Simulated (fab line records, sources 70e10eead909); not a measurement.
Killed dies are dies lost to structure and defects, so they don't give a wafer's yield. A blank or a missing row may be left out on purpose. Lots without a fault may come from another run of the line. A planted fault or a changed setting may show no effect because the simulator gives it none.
fab line records | flow nand_harc
record lots=5 wafers=15 last_day=24
route steps=1159 shown THIN_TSV@1111
lots that met no fault: from a run of the same line without faults
start_h: hours from the record's first day to the start of the lot's first wafer shown | wait_h: hours since the lot's step before | " the same as in the row above | L1.1+2: a row that stands for several wafers | - no value, or no start given | * or withheld: withheld | < > ~ a bound
route shown NAME@n: a module of which the file shows steps, and the number in the route of the first | usual: mean/standard deviation of fault-free wafers | same: alike in all rows | chamber/n: place in a boat | sites: the reading at each site | _std_site: their standard deviation | _edge_site: outer sites' mean less inner sites' | radius_mm: how far each site lies from the wafer's centre | mask NAME#n: copy n | behind: the tool/chamber that last shaped the wafer | hold: why the lot was held/for how many hours/how that ended | device: the transistor (n, p or np) that didn't switch | end of line: the same wafers' tests at the end of the route | a step without rows: its recipe alone | killed: dies lost to structure and defects at the first sort, not the wafer's yield | map: a wafer's dies, x killed, . not, _ none there
set.NAME: the setting as run; set.NAME@STEP: as run at that earlier step | model.NAME: the simulator's own value behind a step, which no gauge read
lots at some steps of the route; a table a step, a row a wafer
services: from which hour (start_h, from the record's first day; less than 0 if before it) a tool's chamber was out of use, for how many hours, and why
## steps
# step NHARC_THIN_TSV_SOFTBAKE_07
# recipe temp_c=122 time_s=95
# usual plate_temp_C=122.02/0.13
# columns lot.wafer tool chamber start_h wait_h plate_temp_C
L080.2 litho_track-03 0 - - 121.83
L080.3 " 0 " " 121.90
L080.6 " 0 " " 122.04
L088.3 litho_track-03 0 - - 122.11
L088.5 " 0 " " 121.97
L088.6 " 0 " " 121.88
L092.1 litho_track-03 0 - - 122.08
L092.2 " 0 " " 122.20
L092.3 " 0 " " 121.93
L091.1 litho_track-02 0 - - 121.91
L091.3 " 0 " " 122.03
L091.6 " 0 " " 121.92
L096.2 litho_track-02 0 - - 122.04
L096.3 " 0 " " 122.06
L096.5 " 0 " " 122.13
# step NHARC_THIN_TSV_EBR_08
# columns lot.wafer tool chamber start_h wait_h
L080.2+3+6 litho_track-03 0 - -
L088.3+5+6 litho_track-03 0 - -
L092.1+2+3 litho_track-03 0 - -
L091.1+3+6 litho_track-02 0 - -
L096.2+3+5 litho_track-02 0 - -
# step NHARC_THIN_TSV_EXPOSE_09
# recipe na=0.55 dose_mj=30.7 mask_id=TSV
# usual stage_vel_mm_s=500.03/0.23
# columns lot.wafer tool chamber start_h wait_h mask stage_vel_mm_s
L080.2 krf_scanner-01 0 469.11 - TSV#0 500.33
L080.3 " 0 " " TSV#0 500.35
L080.6 " 0 " " TSV#0 500.17
L088.3 krf_scanner-04 0 501.81 - TSV#0 500.04
L088.5 " 0 " " TSV#0 499.90
L088.6 " 0 " " TSV#0 500.10
L092.1 krf_scanner-01 0 529.32 - TSV#0 499.57
L092.2 " 0 " " TSV#0 499.59
L092.3 " 0 " " TSV#0 499.73
L091.1 krf_scanner-03 0 540.34 - TSV#0 500.05
L091.3 " 0 " " TSV#0 500.30
L091.6 " 0 " " TSV#0 500.04
L096.2 krf_scanner-04 0 554.67 - TSV#0 500.08
L096.3 " 0 " " TSV#0 500.35
L096.5 " 0 " " TSV#0 500.58
# step NHARC_THIN_TSV_PEB_10
# recipe peb_temp_c=118 peb_time_s=85
# usual plate_temp_C=118.02/0.13
# columns lot.wafer tool chamber start_h wait_h plate_temp_C
L080.2 litho_track-02 0 469.17 0.1 118.20
L080.3 " 0 " " 118.03
L080.6 " 0 " " 118.22
L088.3 litho_track-07 0 501.87 0.1 117.98
L088.5 " 0 " " 117.84
L088.6 " 0 " " 118.13
L092.1 litho_track-07 0 529.39 0.1 117.94
L092.2 " 0 " " 117.63
L092.3 " 0 " " 118.05
L091.1 litho_track-03 0 540.42 0.1 117.99
L091.3 " 0 " " 118.14
L091.6 " 0 " " 118.04
L096.2 litho_track-02 0 554.73 0.1 117.94
L096.3 " 0 " " 117.99
L096.5 " 0 " " 117.89
# step NHARC_THIN_TSV_DEVELOP_11
# recipe time_s=70
# columns lot.wafer tool chamber start_h wait_h
L080.2+3+6 litho_track-02 0 - -
L088.3+5+6 litho_track-07 0 - -
L092.1+2+3 litho_track-07 0 - -
L091.1+3+6 litho_track-03 0 - -
L096.2+3+5 litho_track-02 0 - -
# step NHARC_THIN_TSV_CD_MEAS_12
# recipe target_cd_nm=1000 landing_energy_ev=500
# usual cd_nm=1001.5/3
# columns lot.wafer tool chamber start_h wait_h cd_nm
L080.2 cd_sem-01 0 469.27 - 1003.4
L080.3 " 0 " " 1006.5
L080.6 " 0 " " 1000.1
L088.3 cd_sem-01 0 501.96 - 1002.4
L088.5 " 0 " " 1006.0
L088.6 " 0 " " 1007.6
L092.1 cd_sem-01 0 529.48 - 1001.7
L092.2 " 0 " " 1005.8
L092.3 " 0 " " 1007.6
L091.1 cd_sem-01 0 540.51 - 997.3
L091.3 " 0 " " 998.9
L091.6 " 0 " " 997.6
L096.2 cd_sem-03 0 554.82 - 1007.0
L096.3 " 0 " " 999.6
L096.5 " 0 " " 998.7
# step NHARC_THIN_TSV_HARDBAKE_13
# recipe temp_c=125 time_s=80
# usual plate_temp_C=124.98/0.12
# columns lot.wafer tool chamber start_h wait_h plate_temp_C
L080.2 litho_track-07 0 469.35 - 124.97
L080.3 " 0 " " 124.97
L080.6 " 0 " " 125.05
L088.3 litho_track-02 0 502.04 - 124.99
L088.5 " 0 " " 125.01
L088.6 " 0 " " 124.93
L092.1 litho_track-02 0 529.57 - 124.92
L092.2 " 0 " " 124.81
L092.3 " 0 " " 125.00
L091.1 litho_track-02 0 540.59 - 124.99
L091.3 " 0 " " 124.95
L091.6 " 0 " " 124.97
L096.2 litho_track-02 0 554.90 - 125.06
L096.3 " 0 " " 124.88
L096.5 " 0 " " 125.03
# step NHARC_THIN_TSV_DESCUM_14
# recipe time_s=3 o2_flow_sccm=200 ar_flow_sccm=0 bias_power_w=0 chemistry=O2
# usual drypump_motor_current_A=5.7/0.43 oes_product_au=0.991/0.012 rf_vpp_V=57.8/0.84 showerhead_plenum_p_Torr=1.91/0.086 throttle_valve_pct=11.311/0.0076
# columns lot.wafer tool chamber start_h wait_h drypump_motor_current_A oes_product_au rf_hours_counter_h rf_vpp_V showerhead_plenum_p_Torr throttle_valve_pct
L080.3 rie_diel-09 3 469.43 - 5.9 0.993 2 56.7 1.88 11.310
L080.2 " 2 " " 6.1 0.969 3 57.6 1.87 11.311
L080.6 " 3 " " 5.9 1.002 - 58.4 1.88 11.309
L088.3 rie_diel-04 0 502.14 - 5.1 0.980 2 56.9 1.89 11.316
L088.6 " 1 " " 6.4 1.009 - 57.4 2.05 11.297
L088.5 " 2 " " 5.8 0.989 - 57.1 1.91 11.310
L092.3 rie_diel-07 0 529.65 - 5.2 1.008 8 57.3 1.80 11.292
L092.1 " 2 " " 5.0 0.987 7 59.3 2.04 11.305
L092.2 " 3 " " 6.5 0.975 7 58.6 2.02 11.308
L091.1 rie_diel-07 2 540.68 - 5.0 1.000 9 58.0 2.04 11.307
L091.3 " 0 " " 5.2 1.002 9 57.1 1.80 11.305
L091.6 " 2 " " 5.0 0.985 - 58.6 2.04 11.300
L096.2 rie_diel-09 1 555.00 - 5.5 1.009 12 58.2 1.88 11.299
L096.3 " 2 " " 6.1 0.994 13 56.9 1.87 11.309
L096.5 " 0 " " 5.8 0.971 - 56.5 1.82 11.309
# step NHARC_THIN_TSV_ETCH_44
# recipe target_depth_a=15942 time_s=797.1 cf4_flow_sccm=150 o2_flow_sccm=10 ar_flow_sccm=0 rf_w=300 bias_w=800 chemistry=CF4/O2
# usual bias_w=799.9/2.5 drypump_motor_current_A=5.7/0.43 oes_product_au=0.992/0.013 rf_vpp_V=794/4.9 showerhead_plenum_p_Torr=1.82/0.076 throttle_valve_pct=16.915/0.0095
# columns lot.wafer tool chamber start_h wait_h bias_w drypump_motor_current_A oes_product_au rf_hours_counter_h rf_vpp_V showerhead_plenum_p_Torr throttle_valve_pct
L080.3 rie_diel-09 0 469.86 0.4 804.3 5.8 0.977 4 789 1.75 16.920
L080.2 " 1 " " 801.8 5.6 1.010 3 793 1.81 16.910
L080.6 " 3 " " 796.9 5.9 1.000 - 792 1.80 16.917
L088.3 rie_diel-04 3 502.37 0.2 797.4 5.4 0.978 2 786 1.73 16.913
L088.5 " 0 " " 799.7 5.1 0.980 - 791 1.81 16.917
L088.6 " 1 " " 797.1 6.4 1.001 - 802 1.96 16.919
L092.2 rie_diel-07 1 529.74 0.1 800.1 5.6 0.995 8 801 1.94 16.922
L092.1 " 2 " " 803.2 5.0 0.989 7 801 1.95 16.915
L092.3 " 3 " " 801.9 6.5 0.987 7 801 1.93 16.918
L091.3 rie_diel-07 3 540.82 0.1 802.0 6.5 0.990 8 802 1.93 16.904
L091.1 " 1 " " 797.1 5.6 1.001 9 801 1.94 16.922
L091.6 " 3 " " 797.6 6.5 1.000 - 800 1.93 16.908
L096.3 rie_diel-09 2 555.18 0.2 801.7 6.1 0.978 13 791 1.79 16.944
L096.2 " 3 " " 803.6 5.9 0.999 12 793 1.80 16.898
L096.5 " 0 " " 802.0 5.8 0.971 - 790 1.75 16.918
# step NHARC_THIN_TSV_ETCH_15
# recipe target_depth_a=30000 bosch_target_overetch_cycles=2 bosch_etch_step_s=2.8 bosch_dep_step_s=1.2 bosch_cycles=14
# usual drypump_motor_current_A=5.7/0.48 he_backside_leak_sccm=2.74/0.15
# same bosch_dep_step_s=1.2
# columns lot.wafer tool chamber start_h wait_h drypump_motor_current_A he_backside_leak_sccm rf_hours_counter_h
L080.2 rie_si-03 3 470.31 - 6.3 2.66 1.1
L080.3 " 2 " " 5.8 2.52 1.3
L080.6 " 3 " " 6.3 2.75 -
L088.3 rie_si-06 1 502.79 - 5.2 2.94 1.2
L088.6 " 3 " " 6.1 2.68 -
L088.5 " 0 " " 5.9 2.50 -
L092.3 rie_si-03 1 530.34 - 6.0 2.77 0.1
L092.1 " 2 " " 5.8 2.59 0.1
L092.2 " 3 " " 6.3 2.65 0.1
L091.3 rie_si-02 0 541.33 - 4.9 2.78 1.3
L091.1 " 1 " " 5.2 2.90 1.1
L091.6 " 0 " " 4.9 2.69 -
L096.2 rie_si-03 2 555.63 - 5.8 2.56 0.3
L096.3 " 0 " " 6.2 2.95 0.3
L096.5 " 3 " " 6.2 2.81 -
# step NHARC_THIN_TSV_CD_MEAS_16
# usual cd_nm=1001/3
# columns lot.wafer tool chamber start_h wait_h cd_nm
L080.2 cd_sem-02 - 470.46 0.1 1003
L080.3 " - " " 1006
L080.6 " - " " 1000
L088.3 cd_sem-02 - 502.91 0.1 1002
L088.5 " - " " 1007
L088.6 " - " " 1009
L092.1 cd_sem-03 - 530.47 0.1 1002
L092.2 " - " " 1003
L092.3 " - " " 1006
L091.1 cd_sem-02 - 541.47 0.1 996
L091.3 " - " " 997
L091.6 " - " " 996
L096.2 cd_sem-03 - 555.80 0.2 1008
L096.3 " - " " 1000
L096.5 " - " " 1000
# step NHARC_THIN_TSV_STRIP_45
# recipe power_w=1500 temp_c=250 chemistry=O2
# usual drypump_motor_current_A=5.4/0.38 heater_power_w=332/12
# columns lot.wafer tool chamber start_h wait_h drypump_motor_current_A heater_power_w rf_hours_counter_h
L080.2 plasma_asher-01 0 470.53 0.1 5.7 331 2
L080.3 " 0 " " 5.7 324 -
L080.6 " 1 " " 5.2 314 -
L088.3 plasma_asher-02 0 503.08 0.2 4.8 344 -
L088.6 " 0 " " 4.8 344 -
L088.5 " 1 " " 5.8 331 -
L092.1 plasma_asher-01 0 530.54 0.1 5.7 326 21
L092.2 " 1 " " 5.2 324 21
L092.3 " 0 " " 5.7 329 -
L091.1 plasma_asher-01 0 541.60 0.1 5.7 325 25
L091.3 " 0 " " 5.7 322 -
L091.6 " 1 " " 5.2 322 -
L096.2 plasma_asher-02 0 555.92 0.1 4.8 358 5
L096.3 " 0 " " 4.8 363 -
L096.5 " 0 " " 4.8 367 -
# step NHARC_THIN_TSV_STRIP_46
# recipe time_s=1200 temp_c=72.5 chemistry=post_etch_residue_remover
# columns lot.wafer tool chamber start_h wait_h
L080.2+6+3 wet_bench-10 7,0,1 470.88 0.3
L088.6+5+3 wet_bench-10 3,5,7 503.33 0.1
L092.3+1+2 wet_bench-10 0,3,4 530.89 0.2
L091.6+3+1 wet_bench-08 6,7,1 541.90 0.1
L096.3+2+5 wet_bench-08 7,1,2 556.22 0.2
# step NHARC_THIN_TSV_DEP_47
# recipe target_thk_a=2000 temp_c=withheld pressure_torr=6.5 rf_w=900 teos_flow_sccm=161.4 flow_sccm=2650 target_thk_nm=200 gas=O2 material=SiO2
# usual throttle_valve_pct=16.1/0.39
# columns lot.wafer tool chamber start_h wait_h throttle_valve_pct
L080.3 pecvd-03 1 471.38 - 16.7
L080.2 " 2 " " 16.4
L080.6 " 2 " " 16.2
L088.3 pecvd-03 0 503.83 - 16.1
L088.6 " 2 " " 16.4
L088.5 " 1 " " 16.6
L092.2 pecvd-02 0 531.38 - 15.6
L092.1 " 1 " " 15.7
L092.3 " 2 " " 15.7
L091.1 pecvd-03 1 542.36 - 16.6
L091.3 " 0 " " 16.0
L091.6 " 1 " " 16.5
L096.2 pecvd-03 0 556.67 - 16.1
L096.3 " 2 " " 16.4
L096.5 " 2 " " 16.4
# step NHARC_THIN_TSV_ETCHBACK_48
# recipe target_depth_a=10285 over_etch_frac=0.3 time_s=405.17 ion_energy_ev=250 c4f8_flow_sccm=withheld ar_flow_sccm=withheld rf_w=600 bias_w=300 chemistry=C4F8/Ar
# usual bias_w=300.2/0.85 oes_product_au=0.94/0.035 rf_vpp_V=547/3.9
# columns lot.wafer tool chamber start_h wait_h bias_w oes_product_au rf_hours_counter_h rf_vpp_V
L080.3 rie_diel-09 1 471.77 - 298.6 0.97 3 544
L080.2 " 2 " " 300.6 0.93 4 545
L080.6 " 0 " " 300.6 0.94 - 544
L088.3 rie_diel-09 0 504.19 - 300.1 0.90 8 544
L088.6 " 0 " " 301.2 0.90 - 543
L088.5 " 1 " " 301.6 0.92 - 544
L092.3 rie_diel-07 2 531.78 - 300.9 0.92 8 553
L092.2 " 3 " " 300.1 0.91 8 551
L092.1 " 0 " " 299.5 0.94 8 542
L091.1 rie_diel-04 1 542.76 - 301.3 0.93 5 551
L091.3 " 2 " " 300.9 0.92 5 547
L091.6 " 2 " " 300.7 0.91 - 547
L096.2 rie_diel-04 3 557.07 - 300.1 0.99 5 542
L096.3 " 0 " " 300.2 1.00 5 545
L096.5 " 2 " " 300.6 1.00 - 547
# step NHARC_THIN_TSV_STRIP_62
# recipe power_w=1500 temp_c=250 time_s=20 chemistry=N2/H2
# usual drypump_motor_current_A=5.3/0.39 heater_power_w=333/13
# columns lot.wafer tool chamber start_h wait_h drypump_motor_current_A heater_power_w rf_hours_counter_h
L080.2 plasma_asher-01 0 472.11 - 5.7 331 2
L080.3 " 0 " " 5.7 329 -
L080.6 " 1 " " 5.2 304 -
L088.3 plasma_asher-01 1 504.59 - 5.2 314 -
L088.6 " 1 " " 5.2 317 -
L088.5 " 0 " " 5.7 321 -
L092.1 plasma_asher-02 1 532.14 - 5.7 329 56
L092.2 " 0 " " 4.8 359 56
L092.3 " 0 " " 4.8 334 -
L091.1 plasma_asher-01 1 543.14 - 5.2 313 26
L091.3 " 1 " " 5.2 313 -
L091.6 " 1 " " 5.2 321 -
L096.2 plasma_asher-02 1 557.51 - 5.8 335 5
L096.3 " 1 " " 5.8 318 -
L096.5 " 0 " " 4.8 365 -
# step NHARC_THIN_TSV_DEGAS_49
# recipe temp_c=300 time_s=120
# usual heater_power_w=486/64
# columns lot.wafer tool chamber start_h wait_h heater_power_w
L080.2 pvd_sputter-02 - 472.26 0.1 502
L080.3 " - " " 402
L080.6 " - " " 508
L088.3 pvd_sputter-02 - 504.75 0.1 404
L088.6 " - " " 469
L088.5 " - " " 491
L092.1 pvd_sputter-01 - 532.31 0.1 632
L092.3 " - " " 387
L092.2 " - " " 485
L091.1 pvd_sputter-01 - 543.31 0.2 445
L091.3 " - " " 505
L091.6 " - " " 620
L096.2 pvd_sputter-01 - 557.69 0.2 519
L096.3 " - " " 595
L096.5 " - " " 445
# step NHARC_THIN_TSV_PRE_CLEAN_50
# recipe time_s=30 temp_c=280 gas=H2/He
# usual heater_power_w=430/53
# columns lot.wafer tool chamber start_h wait_h heater_power_w
L080.3 pvd_sputter-02 - - - 367
L080.2 " - " " 454
L080.6 " - " " 356
L088.3 pvd_sputter-02 - - - 446
L088.6 " - " " 440
L088.5 " - " " 447
L092.3 pvd_sputter-01 - - - 552
L092.2 " - " " 347
L092.1 " - " " 426
L091.3 pvd_sputter-01 - - - 449
L091.1 " - " " 404
L091.6 " - " " 452
L096.3 pvd_sputter-01 - - - 445
L096.2 " - " " 355
L096.5 " - " " 448
# step NHARC_THIN_TSV_PVD_19
# recipe target_thk_a=200 chamber_pressure_pa=5 material=TaN
# usual throttle_valve_pct=30.0/0.57
# columns lot.wafer tool chamber start_h wait_h throttle_valve_pct
L080.3 pvd_sputter-02 - - - 30.3
L080.2 " - " " 30.6
L080.6 " - " " 30.5
L088.3 pvd_sputter-02 - - - 30.2
L088.6 " - " " 30.3
L088.5 " - " " 30.6
L092.3 pvd_sputter-01 - - - 30.2
L092.2 " - " " 29.7
L092.1 " - " " 29.8
L091.1 pvd_sputter-01 - - - 30.1
L091.3 " - " " 29.7
L091.6 " - " " 30.1
L096.2 pvd_sputter-01 - - - 30.3
L096.3 " - " " 30.1
L096.5 " - " " 30.0
# step NHARC_THIN_TSV_PVD_51
# recipe target_thk_a=1000 chamber_pressure_pa=5 material=Cu
# usual throttle_valve_pct=30.0/0.55
# columns lot.wafer tool chamber start_h wait_h throttle_valve_pct
L080.2 pvd_sputter-02 - - - 30.3
L080.3 " - " " 30.4
L080.6 " - " " 29.4
L088.3 pvd_sputter-02 - - - 29.2
L088.5 " - " " 30.5
L088.6 " - " " 30.2
L092.1 pvd_sputter-01 - - - 29.8
L092.3 " - " " 30.8
L092.2 " - " " 29.5
L091.1 pvd_sputter-01 - - - 30.1
L091.3 " - " " 31.6
L091.6 " - " " 30.0
L096.2 pvd_sputter-01 - - - 30.2
L096.3 " - " " 31.5
L096.5 " - " " 29.5
# step NHARC_THIN_TSV_ECD_20
# recipe target_thk_a=20000 material=Cu
# columns lot.wafer tool chamber start_h wait_h
L080.2+3+6 ecd_cu-01 0,0,1 472.72 -
L088.3+6+5 ecd_cu-02 1,1,0 505.37 -
L092.2+1+3 ecd_cu-01 1,0,1 532.77 -
L091.1+3+6 ecd_cu-02 0,0,1 543.77 -
L096.2+3+5 ecd_cu-01 0,1,1 558.16 -
# step NHARC_THIN_TSV_ANNEAL_52
# recipe temp_c=225 time_s=90
# usual wafer_temp_C_max=225.98/0.28
# columns lot.wafer tool chamber start_h wait_h wafer_temp_C_max
L080.2 rtp_anneal-02 0 473.50 0.7 226.26
L080.3 " 0 " " 226.15
L080.6 " 0 " " 226.13
L088.3 rtp_anneal-02 0 506.00 0.5 225.89
L088.5 " 0 " " 225.76
L088.6 " 0 " " 225.92
L092.1 rtp_anneal-02 0 533.49 0.5 225.70
L092.2 " 0 " " 225.60
L092.3 " 0 " " 225.80
L091.1 rtp_anneal-02 0 544.52 0.7 225.74
L091.3 " 0 " " 226.02
L091.6 " 0 " " 225.56
L096.2 rtp_anneal-01 0 558.95 0.7 225.98
L096.3 " 0 " " 226.19
L096.5 " 0 " " 225.74
# step NHARC_THIN_TSV_CMP_21
# recipe t_overpolish_s=30 target_thk_nm=2000
# usual motor_current_A=11.9/1.3 overpolish_run_s=30.001/0.0089
# columns lot.wafer tool chamber start_h wait_h motor_current_A overpolish_run_s
L080.2 cmp-04 3 473.79 - 10.3 29.987
L080.3 " 0 " " 10.2 30.015
L080.6 " 0 " " 10.0 30.007
L088.3 cmp-04 0 506.28 - 10.4 29.990
L088.6 " 3 " " 10.4 30.010
L088.5 " 0 " " 10.8 29.997
L092.3 cmp-01 2 533.85 - 14.4 29.991
L092.1 " 3 " " 11.3 30.001
L092.2 " 1 " " 11.8 29.993
L091.3 cmp-03 0 544.87 - 10.8 30.002
L091.1 " 2 " " 13.4 30.007
L091.6 " 1 " " 12.0 30.002
L096.2 cmp-04 0 559.25 - 10.5 30.001
L096.3 " 3 " " 9.9 29.997
L096.5 " 0 " " 10.0 30.010
# step NHARC_THIN_TSV_SRD_23
# columns lot.wafer tool chamber start_h wait_h
L080.3+2+6 wet_bench-08 4,5,0 474.17 0.0
L088.3+5+6 wet_bench-10 2,3,4 506.63 0.1
L092.3+2+1 wet_bench-10 4,6,1 534.21 0.0
L091.6+1+3 wet_bench-10 4,5,6 545.23 0.0
L096.2+3+5 wet_bench-08 5,6,0 559.62 0.0
# step NHARC_THIN_TSV_DEGAS_53
# recipe temp_c=300 time_s=60
# usual heater_power_w=483/60
# columns lot.wafer tool chamber start_h wait_h heater_power_w
L080.3 pvd_sputter-01 - 474.25 0.1 400
L080.2 " - " " 650
L080.6 " - " " 471
L088.3 pvd_sputter-01 - 506.74 0.1 402
L088.6 " - " " 620
L088.5 " - " " 393
L092.3 pvd_sputter-02 - 534.30 0.1 511
L092.2 " - " " 405
L092.1 " - " " 459
L091.3 pvd_sputter-03 - 545.32 0.1 443
L091.1 " - " " 483
L091.6 " - " " 480
L096.2 pvd_sputter-02 - 559.72 0.1 408
L096.3 " - " " 471
L096.5 " - " " 497
# step NHARC_THIN_TSV_PRE_CLEAN_54
# recipe time_s=30 temp_c=280 gas=H2/He
# usual heater_power_w=429/53
# columns lot.wafer tool chamber start_h wait_h heater_power_w
L080.2 pvd_sputter-01 - 474.34 0.0 549
L080.3 " - " " 414
L080.6 " - " " 551
L088.3 pvd_sputter-01 - 506.81 0.1 422
L088.5 " - " " 349
L088.6 " - " " 432
L092.2 pvd_sputter-02 - 534.43 0.1 408
L092.3 " - " " 434
L092.1 " - " " 361
L091.3 pvd_sputter-03 - 545.40 0.1 398
L091.1 " - " " 430
L091.6 " - " " 406
L096.2 pvd_sputter-02 - 559.79 0.1 451
L096.3 " - " " 365
L096.5 " - " " 426
# step NHARC_THIN_TSV_PVD_55
# recipe target_thk_a=500 material=TiN
# columns lot.wafer tool chamber start_h wait_h
L080.2+3+6 pvd_sputter-01 - 474.41 0.1
L088.3+5+6 pvd_sputter-01 - 506.92 0.1
L092.3+1+2 pvd_sputter-02 - 534.51 0.1
L091.1+3+6 pvd_sputter-03 - 545.52 0.1
L096.3+2+5 pvd_sputter-02 - 559.85 0.0
# step NHARC_THIN_TSV_PVD_24
# recipe target_thk_a=8000 power_w=withheld chamber_pressure_pa=withheld substrate_temp_c=withheld time_s=withheld gas=Ar material=Al
# columns lot.wafer tool chamber start_h wait_h
L080.2+3+6 pvd_sputter-01 - 474.56 0.1
L088.3+6+5 pvd_sputter-01 - 507.14 0.2
L092.3+1+2 pvd_sputter-02 - 534.66 0.1
L091.1+3+6 pvd_sputter-03 - 545.68 0.1
L096.3+2+5 pvd_sputter-02 - 560.06 0.2
# step NHARC_THIN_TSV_DEHYDRATE_25
# recipe temp_c=150 time_s=120
# usual plate_temp_C=149.99/0.16
# columns lot.wafer tool chamber start_h wait_h plate_temp_C
L080.2 litho_track-07 0 474.99 - 150.03
L080.3 " 0 " " 149.99
L080.6 " 0 " " 150.00
L088.3 litho_track-03 0 507.46 - 150.15
L088.5 " 0 " " 150.03
L088.6 " 0 " " 150.06
L092.1 litho_track-03 0 535.07 - 150.05
L092.2 " 0 " " 150.03
L092.3 " 0 " " 150.08
L091.1 litho_track-02 0 546.06 - 149.65
L091.3 " 0 " " 149.80
L091.6 " 0 " " 149.69
L096.2 litho_track-02 0 560.41 - 150.00
L096.3 " 0 " " 150.05
L096.5 " 0 " " 150.17
# step NHARC_THIN_TSV_HMDS_26
# recipe time_s=30
# columns lot.wafer tool chamber start_h wait_h
L080.2+3+6 litho_track-07 0 - -
L088.3+5+6 litho_track-03 0 - -
L092.1+2+3 litho_track-03 0 - -
L091.1+3+6 litho_track-02 0 - -
L096.2+3+5 litho_track-02 0 - -
# step NHARC_THIN_TSV_COAT_27
# recipe spin_rpm=*
# columns lot.wafer tool chamber start_h wait_h
L080.2+3+6 litho_track-07 0 - -
L088.3+5+6 litho_track-03 0 - -
L092.1+2+3 litho_track-03 0 - -
L091.1+3+6 litho_track-02 0 - -
L096.2+3+5 litho_track-02 0 - -
# step NHARC_THIN_TSV_SOFTBAKE_28
# recipe temp_c=122 time_s=95
# usual plate_temp_C=121.99/0.13
# columns lot.wafer tool chamber start_h wait_h plate_temp_C
L080.2 litho_track-07 0 - - 121.90
L080.3 " 0 " " 122.13
L080.6 " 0 " " 122.10
L088.3 litho_track-03 0 - - 121.85
L088.5 " 0 " " 121.87
L088.6 " 0 " " 121.81
L092.1 litho_track-03 0 - - 121.95
L092.2 " 0 " " 121.86
L092.3 " 0 " " 121.88
L091.1 litho_track-02 0 - - 122.07
L091.3 " 0 " " 122.08
L091.6 " 0 " " 122.02
L096.2 litho_track-02 0 - - 121.87
L096.3 " 0 " " 121.87
L096.5 " 0 " " 121.91
# step NHARC_THIN_TSV_EBR_29
# columns lot.wafer tool chamber start_h wait_h
L080.2+3+6 litho_track-07 0 - -
L088.3+5+6 litho_track-03 0 - -
L092.1+2+3 litho_track-03 0 - -
L091.1+3+6 litho_track-02 0 - -
L096.2+3+5 litho_track-02 0 - -
# step NHARC_THIN_TSV_EXPOSE_30
# recipe na=0.55 dose_mj=11.47 mask_id=PAD
# usual stage_vel_mm_s=500.03/0.25
# columns lot.wafer tool chamber start_h wait_h mask stage_vel_mm_s
L080.2 krf_scanner-03 0 475.26 - PAD#0 499.96
L080.3 " 0 " " PAD#0 500.13
L080.6 " 0 " " PAD#0 499.71
L088.3 krf_scanner-01 0 507.74 - PAD#0 499.84
L088.5 " 0 " " PAD#0 499.80
L088.6 " 0 " " PAD#0 499.81
L092.1 krf_scanner-04 0 535.34 - PAD#0 499.91
L092.2 " 0 " " PAD#0 500.16
L092.3 " 0 " " PAD#0 500.13
L091.1 krf_scanner-01 0 546.20 - PAD#0 500.09
L091.3 " 0 " " PAD#0 500.22
L091.6 " 0 " " PAD#0 500.23
L096.2 krf_scanner-03 0 560.69 - PAD#0 499.94
L096.3 " 0 " " PAD#0 500.27
L096.5 " 0 " " PAD#0 499.84
# step NHARC_THIN_TSV_PEB_31
# recipe peb_temp_c=118 peb_time_s=85
# usual plate_temp_C=117.98/0.13
# columns lot.wafer tool chamber start_h wait_h plate_temp_C
L080.2 litho_track-02 0 475.33 0.1 118.15
L080.3 " 0 " " 117.80
L080.6 " 0 " " 117.85
L088.3 litho_track-07 0 507.80 0.1 118.14
L088.5 " 0 " " 117.97
L088.6 " 0 " " 117.88
L092.1 litho_track-02 0 535.40 0.1 117.81
L092.2 " 0 " " 117.96
L092.3 " 0 " " 117.90
L091.1 litho_track-03 0 546.27 0.1 117.82
L091.3 " 0 " " 118.03
L091.6 " 0 " " 118.07
L096.2 litho_track-07 0 560.75 0.1 117.95
L096.3 " 0 " " 117.88
L096.5 " 0 " " 117.84
# step NHARC_THIN_TSV_DEVELOP_32
# recipe time_s=70
# columns lot.wafer tool chamber start_h wait_h
L080.2+3+6 litho_track-02 0 - -
L088.3+5+6 litho_track-07 0 - -
L092.1+2+3 litho_track-02 0 - -
L091.1+3+6 litho_track-03 0 - -
L096.2+3+5 litho_track-07 0 - -
# step NHARC_THIN_TSV_CD_MEAS_33
# recipe target_cd_nm=5000 landing_energy_ev=500
# usual cd_nm=4999.9/1.7
# columns lot.wafer tool chamber start_h wait_h cd_nm
L080.2 cd_sem-02 0 475.42 - 5001.2
L080.3 " 0 " " 5000.3
L080.6 " 0 " " 5000.9
L088.3 cd_sem-03 0 507.89 - 5000.5
L088.5 " 0 " " 5000.7
L088.6 " 0 " " 4999.2
L092.1 cd_sem-03 0 535.49 - 5000.9
L092.2 " 0 " " 5000.6
L092.3 " 0 " " 5000.8
L091.1 cd_sem-02 0 546.36 - 4996.1
L091.3 " 0 " " 5002.1
L091.6 " 0 " " 5000.5
L096.2 cd_sem-01 0 560.85 - 4999.7
L096.3 " 0 " " 5001.6
L096.5 " 0 " " 4999.2
# step NHARC_THIN_TSV_HARDBAKE_34
# recipe temp_c=125 time_s=80
# usual plate_temp_C=125.02/0.14
# columns lot.wafer tool chamber start_h wait_h plate_temp_C
L080.2 litho_track-02 0 475.50 - 124.94
L080.3 " 0 " " 124.90
L080.6 " 0 " " 125.00
L088.3 litho_track-03 0 507.97 - 124.79
L088.5 " 0 " " 124.78
L088.6 " 0 " " 124.66
L092.1 litho_track-07 0 535.57 - 125.15
L092.2 " 0 " " 125.03
L092.3 " 0 " " 125.01
L091.1 litho_track-03 0 546.44 - 124.95
L091.3 " 0 " " 124.97
L091.6 " 0 " " 124.94
L096.2 litho_track-02 0 560.93 - 125.12
L096.3 " 0 " " 125.17
L096.5 " 0 " " 124.97
## services
# columns tool chamber start_h hours kind
ecd_cu-01 - 448.24 8.0 pm
rie_diel-09 1 449.71 3.0 repair
pvd_sputter-02 - 450.79 0.8 repair
pecvd-03 0 451.16 4.9 repair
plasma_asher-01 - 453.29 9.0 pm
rie_diel-04 - 466.05 9.0 pm
cmp-04 - 469.24 3.6 repair
krf_scanner-04 - 470.00 4.0 pm
rie_diel-07 1 471.40 2.7 repair
pecvd-03 - 473.03 13.0 pm
rie_si-03 2 487.78 6.4 repair
cmp-04 - 497.85 4.0 pm
pvd_sputter-03 - 500.41 9.1 repair
rie_si-03 3 504.49 5.1 repair
rie_si-03 - 509.00 9.0 pm
pvd_sputter-03 - 509.99 10.0 pm
litho_track-02 - 515.00 7.0 pm
pvd_sputter-02 - 519.49 6.7 repair
pvd_sputter-01 - 532.68 10.0 pm
plasma_asher-02 - 537.02 9.0 pm
krf_scanner-01 - 538.80 7.0 repair
litho_track-07 - 539.00 7.0 pm
pvd_sputter-01 - 547.44 5.4 repair
pvd_sputter-02 - 549.70 3.5 repair
## key
fault none
